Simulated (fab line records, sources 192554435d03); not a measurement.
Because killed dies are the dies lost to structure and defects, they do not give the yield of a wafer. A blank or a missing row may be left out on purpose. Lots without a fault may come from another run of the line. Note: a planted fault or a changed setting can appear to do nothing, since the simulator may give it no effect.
The same fault as seen by 3 desks + flow n5_finfet + each desk has only its own numbers; what lay behind them comes last

FOR THE TOOL OWNER'S DESK: rie_diel-06
The tool's own readings at N5_SD_EPI_N_ETCH_45 (etches SiOCN in CH3F/O2, target depth 6 nm): means of the sampled wafers that have a number, for each lot that ran on this tool. Marked OUT: a lot whose mean sits more than 4 standard deviations from the usual mean, which makes it out of limits; the brackets give that distance.
Columns: A = CH3F_flow_sccm at N5_SD_EPI_N_ETCH_45, usual 30.02 sccm; B = drypump_motor_current_A at N5_SD_EPI_N_ETCH_45, usual 5.7 A; C = oes_product_au at N5_SD_EPI_N_ETCH_45, usual 0.80 a.u.; D = rf_fwd_power_W at N5_SD_EPI_N_ETCH_45, usual 408.3 W; E = rf_vpp_V at N5_SD_EPI_N_ETCH_45, usual 127.7 V; F = showerhead_plenum_p_Torr at N5_SD_EPI_N_ETCH_45, usual 2.04 Torr; G = throttle_valve_pct at N5_SD_EPI_N_ETCH_45, usual 23.35 %
| lot  | first seen here | A     | B   | C    | D     | E     | F    | G     |
|------|-----------------|-------|-----|------|-------|-------|------|-------|
| L179 | day 3 01:01     | 29.98 | 5.9 | 0.77 | 408.1 | 127.5 | 2.02 | 23.40 |
| L198 | day 7 23:39     | 29.93 | 6.1 | 0.67 | 407.2 | 127.2 | 2.01 | 23.55 |
| L199 | day 8 03:04     | 29.97 | 5.6 | 0.69 | 409.0 | 129.3 | 2.03 | 23.30 |
| L200 | day 8 06:56     | 29.94 | 5.9 | 0.71 | 410.1 | 127.7 | 2.01 | 23.46 |
This desk found nothing out of limits on any of the 4 lots.

THE DEFECT DESK
Inspection counts along the route, by lot: the mean over sampled wafers that carry a number. Marked OUT: a lot whose mean sits more than 4 standard deviations from the usual mean, which makes it out of limits; the brackets give that distance.
Columns: A = raw_defect_count at N5_SD_EPI_N_INSPECT_11, usual 2.2
| lot  | first seen here | A   |
|------|-----------------|-----|
| L179 | day 3 00:28     | 2.3 |
| L188 | day 5 07:05     | 1.7 |
| L190 | day 6 03:55     | 1.3 |
| L198 | day 7 22:25     | 1.0 |
| L199 | day 8 01:47     | 2.0 |
| L200 | day 8 06:23     | 2.3 |
| L202 | day 8 18:40     | 3.0 |
This desk found nothing out of limits on any of the 7 lots.

METROLOGY DESK
What the gauges read for every lot (on any tool): the sampled wafers with a number, averaged. Marked OUT: a lot whose mean sits more than 4 standard deviations from the usual mean, which makes it out of limits; the brackets give that distance. 7 of its 12 readings are shown, namely those furthest out on some lot.
Columns: A = cd_nm at N5_SD_EPI_N_CD_MEAS_09, usual 120.2 nm; B = IOFF_N at N5_BEOL_M4_RC_MEAS_101, usual 0.149 nA/um; C = IOFF_P at N5_BEOL_M4_RC_MEAS_101, usual 0.20 nA/um; D = ION_N at N5_BEOL_M4_RC_MEAS_101, usual 671 uA/um; E = ION_P at N5_BEOL_M4_RC_MEAS_101, usual 460 uA/um; F = SS_P at N5_BEOL_M4_RC_MEAS_101, usual 73.2 mV/dec; G = VT_N at N5_BEOL_M4_RC_MEAS_101, usual 251 mV
| lot  | first seen here | A     | B     | C    | D   | E   | F    | G   |
|------|-----------------|-------|-------|------|-----|-----|------|-----|
| L179 | day 3 00:25     | 120.5 | 0.125 | 0.16 | 656 | 450 | 73.3 | 255 |
| L188 | day 5 07:02     | 120.4 | 0.139 | 0.19 | 673 | 463 | 73.2 | 252 |
| L190 | day 6 03:51     | 121.5 | 0.131 | 0.21 | 659 | 459 | 73.3 | 252 |
| L198 | day 7 22:22     | 120.2 | 0.145 | 0.20 | 665 | 462 | 73.2 | 251 |
| L199 | day 8 01:44     | 121.0 | 0.124 | 0.19 | 664 | 462 | 72.9 | 254 |
| L200 | day 8 06:20     | 120.0 | 0.214 | 0.26 | 686 | 468 | 74.6 | 245 |
| L202 | day 8 18:37     | 119.4 | 0.177 | 0.21 | 685 | 463 | 73.5 | 249 |
This desk found nothing out of limits on any of the 7 lots.

ALL TOGETHER
The tool owner's desk saw nothing out of limits.
Nothing the defect desk looked at was out of limits.
Metrology desk: nothing out of limits seen.

WHAT THE SIMULATOR HAD INSERTED
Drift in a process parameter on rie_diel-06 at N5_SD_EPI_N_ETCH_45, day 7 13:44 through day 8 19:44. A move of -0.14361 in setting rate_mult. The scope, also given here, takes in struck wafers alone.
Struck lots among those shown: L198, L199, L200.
